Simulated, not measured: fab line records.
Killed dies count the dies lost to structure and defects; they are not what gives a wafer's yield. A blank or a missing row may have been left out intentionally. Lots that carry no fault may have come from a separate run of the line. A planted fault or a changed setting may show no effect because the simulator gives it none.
Matching of chambers || flow n5-finfet || N5_BEOL_M4_ALD_84 on ald-metal-04 has 4 sister chambers
The step deposits TaN, pulse time 2 s, purge time 3 s, co reactant purge time 2 s. 27 wafers are shown with their chamber, then 12 later ones without.

== WAFERS PAIRED WITH THEIR CHAMBERS ==
{"wafer": "L074.1", "chamber": 1, "heater-power-w (W)": 510}
{"wafer": "L074.3", "chamber": 2, "heater-power-w (W)": 417}
{"wafer": "L074.5", "chamber": 2, "heater-power-w (W)": 403}
{"wafer": "L077.2", "chamber": 3, "heater-power-w (W)": 375}
{"wafer": "L077.5", "chamber": 3, "heater-power-w (W)": 372}
{"wafer": "L077.6", "chamber": 2, "heater-power-w (W)": 401}
{"wafer": "L076.1", "chamber": 2, "heater-power-w (W)": 417}
{"wafer": "L076.2", "chamber": 3, "heater-power-w (W)": 385}
{"wafer": "L076.4", "chamber": 0, "heater-power-w (W)": 335}
{"wafer": "L075.2", "chamber": 0, "heater-power-w (W)": 336}
{"wafer": "L075.3", "chamber": 1, "heater-power-w (W)": 512}
{"wafer": "L075.6", "chamber": 0, "heater-power-w (W)": 336}
{"wafer": "L080.1", "chamber": 1, "heater-power-w (W)": 511}
{"wafer": "L080.3", "chamber": 3, "heater-power-w (W)": 389}
{"wafer": "L080.5", "chamber": 0, "heater-power-w (W)": 334}
{"wafer": "L081.2", "chamber": 3, "heater-power-w (W)": 369}
{"wafer": "L081.5", "chamber": 2, "heater-power-w (W)": 418}
{"wafer": "L081.6", "chamber": 3, "heater-power-w (W)": 380}
{"wafer": "L082.2", "chamber": 1, "heater-power-w (W)": 487}
{"wafer": "L082.3", "chamber": 2, "heater-power-w (W)": 402}
{"wafer": "L082.5", "chamber": 2, "heater-power-w (W)": 412}
{"wafer": "L089.2", "chamber": 1, "heater-power-w (W)": 503}
{"wafer": "L089.3", "chamber": 2, "heater-power-w (W)": 410}
{"wafer": "L089.5", "chamber": 2, "heater-power-w (W)": 416}
{"wafer": "L083.3", "chamber": 1, "heater-power-w (W)": 516}
{"wafer": "L083.4", "chamber": 2, "heater-power-w (W)": 406}
{"wafer": "L083.5", "chamber": 0, "heater-power-w (W)": 341}

SIGNATURES (means of the wafers above)
{"reading": "heater-power-w", "chamber 0": 336.40, "chamber 1": 506.50, "chamber 2": 410.20, "chamber 3": 378.33, "scatter within a chamber": 7.48}
Rule: distance of a wafer from a chamber = root of the sum over the readings of ((wafer's reading minus chamber's mean) / reading's scatter) squared. The wafer belongs to the nearest chamber; if the next one is less than 2 further off, it can't be placed. The scatter: the root of (the sum of the squares of (reading less its chamber's mean) over the shown wafers, divided by (wafers less chambers)).

== WAFERS WHOSE CHAMBER IS MISSING ==
{"wafer": "L093.3", "heater-power-w (W)": 504}
{"wafer": "L093.4", "heater-power-w (W)": 378}
{"wafer": "L093.5", "heater-power-w (W)": 417}
{"wafer": "L092.1", "heater-power-w (W)": 336}
{"wafer": "L092.2", "heater-power-w (W)": 386}
{"wafer": "L092.6", "heater-power-w (W)": 522}
{"wafer": "L091.1", "heater-power-w (W)": 518}
{"wafer": "L091.3", "heater-power-w (W)": 374}
{"wafer": "L091.6", "heater-power-w (W)": 418}
{"wafer": "L095.4", "heater-power-w (W)": 377}
{"wafer": "L095.5", "heater-power-w (W)": 377}
{"wafer": "L095.6", "heater-power-w (W)": 409}

== CHAMBER TAKEN BY EACH ==
{"wafer": "L093.3", "from the rows above": 1, "in truth": 1}
{"wafer": "L093.4", "from the rows above": 3, "in truth": 3}
{"wafer": "L093.5", "from the rows above": 2, "in truth": 2}
{"wafer": "L092.1", "from the rows above": 0, "in truth": 0}
{"wafer": "L092.2", "from the rows above": 3, "in truth": 3}
{"wafer": "L092.6", "from the rows above": 1, "in truth": 1}
{"wafer": "L091.1", "from the rows above": 1, "in truth": 1}
{"wafer": "L091.3", "from the rows above": 3, "in truth": 3}
{"wafer": "L091.6", "from the rows above": 2, "in truth": 2}
{"wafer": "L095.4", "from the rows above": 3, "in truth": 3}
{"wafer": "L095.5", "from the rows above": 3, "in truth": 3}
{"wafer": "L095.6", "from the rows above": 2, "in truth": 2}
12 of 12 placed correctly. Number that these rows cannot place: 0. Wrongly placed: 0.
